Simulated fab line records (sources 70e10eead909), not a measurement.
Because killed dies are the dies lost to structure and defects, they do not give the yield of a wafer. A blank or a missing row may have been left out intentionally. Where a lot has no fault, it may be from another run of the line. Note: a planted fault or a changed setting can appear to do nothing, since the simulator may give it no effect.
Struck lot and sound lot, side by side | flow nand_harc | 12 steps out of a route of 1302
Sound: wafers L443.1, L443.2, L443.3. Wafers struck: L455.2, L455.5, L455.6. The cause is given at the end.
At each step with rows: each side's tool, then ch and its chambers, then its first start. Under that, the readings that differ: sound wafers | struck wafers | difference of the means | sigmas: that difference in standard deviations of wafers without a fault.
alike: words and numbers the same on both sides, and readings whose means are apart by under 2 such deviations; not compared: readings that were withheld, readings missing a value for some wafer, numbers with overlapping values and no deviation given by the record, and bounds like >300 which may hide the same value.
The two part at a step that has a row with sigmas, a row that says differs or no value, or rows on one side only. When numbers do not overlap yet have no deviation, they are printed without sigmas and do not part them. A reading missing from all wafers of one side parts the sides only when that side holds two or more wafers.

first, 1 step without rows for these wafers: NHARC_A_CHANNEL_FILL_D2_ANNEAL_22 (time 7200 s).
NHARC_A_CHANNEL_FILL_D2_ALD_25: deposits SiOx, target thk 60 nm, pulse time 10 s, ald cycles 600.
  sound on ald_hk-02 ch 0,1,3, day 15 03:07; struck on ald_hk-02 ch 0,1,2, day 19 17:05
  alike: heater_power_w, precursor_pulse_height_rel
  not compared: since_wet_clean_h
NHARC_A_CHANNEL_FILL_D2_ETCHBACK_08: etches the open film in C4F8, target depth 220 nm, time 110 s.
  sound: rie_diel-09 ch 0,1,2; struck: rie_diel-10 ch 2,3
  reading               | sound          | struck         | difference | sigmas
  oes_product_au (a.u.) | 1.02 1.00 1.01 | 0.92 0.95 0.92 | -0.08      | -2
  alike: rf_vpp_V
  not compared: rf_hours_counter_h
NHARC_A_CHANNEL_FILL_D2_STRIP_29: strips in O2, time 20 s.
  sound: rie_diel-09 ch 0,1,3; struck: rie_diel-10 ch 1,2,3
  alike: drypump_motor_current_A, oes_product_au, rf_vpp_V, showerhead_plenum_p_Torr, throttle_valve_pct
  not compared: rf_hours_counter_h
then, 3 steps without rows for these wafers: NHARC_A_CHANNEL_FILL_D2_PRECLEAN_30 (cleans in dHF, time 30 s); NHARC_A_CHANNEL_FILL_D2_SRD_31; NHARC_A_CHANNEL_FILL_D2_CVD_09 (deposits poly-Si, target thk 150 nm, time 3000 s).
NHARC_A_CHANNEL_FILL_D2_CMP_10: polishes, target thk 150 nm.
  sound on cmp-02 ch 0,1,2, day 15 14:28; struck on cmp-01 ch 0,3, day 20 03:08
  alike: motor_current_A, time_to_endpoint_s
next, for these wafers, 1 step has no rows: NHARC_A_CHANNEL_FILL_D2_SRD_12.
NHARC_A_CHANNEL_FILL_D2_RTA_24: time 5 s.
  sound on rtp_anneal-01 ch 0, day 15 14:53; struck on rtp_anneal-01 ch 0, day 20 03:57
  alike: lamp_power_pct, lamp_zone_1_pct, lamp_zone_5_pct, wafer_temp_C_max
NHARC_A_CHANNEL_FILL_D2_INSPECT_13:
  struck on defect_inspect-01, day 20 04:07; sound on defect_inspect-02, day 15 15:05
  alike: raw_defect_count
next, for these wafers, 1 step has no rows: NHARC_END_SORT_01.

## WHERE THEY PART
Only at NHARC_A_CHANNEL_FILL_D2_ETCHBACK_08, as far as this record shows. Later steps at which nothing parts them and some readings are alike: NHARC_A_CHANNEL_FILL_D2_STRIP_29, NHARC_A_CHANNEL_FILL_D2_CMP_10, NHARC_A_CHANNEL_FILL_D2_RTA_24, NHARC_A_CHANNEL_FILL_D2_INSPECT_13.

WHY: what had been put in by the simulator
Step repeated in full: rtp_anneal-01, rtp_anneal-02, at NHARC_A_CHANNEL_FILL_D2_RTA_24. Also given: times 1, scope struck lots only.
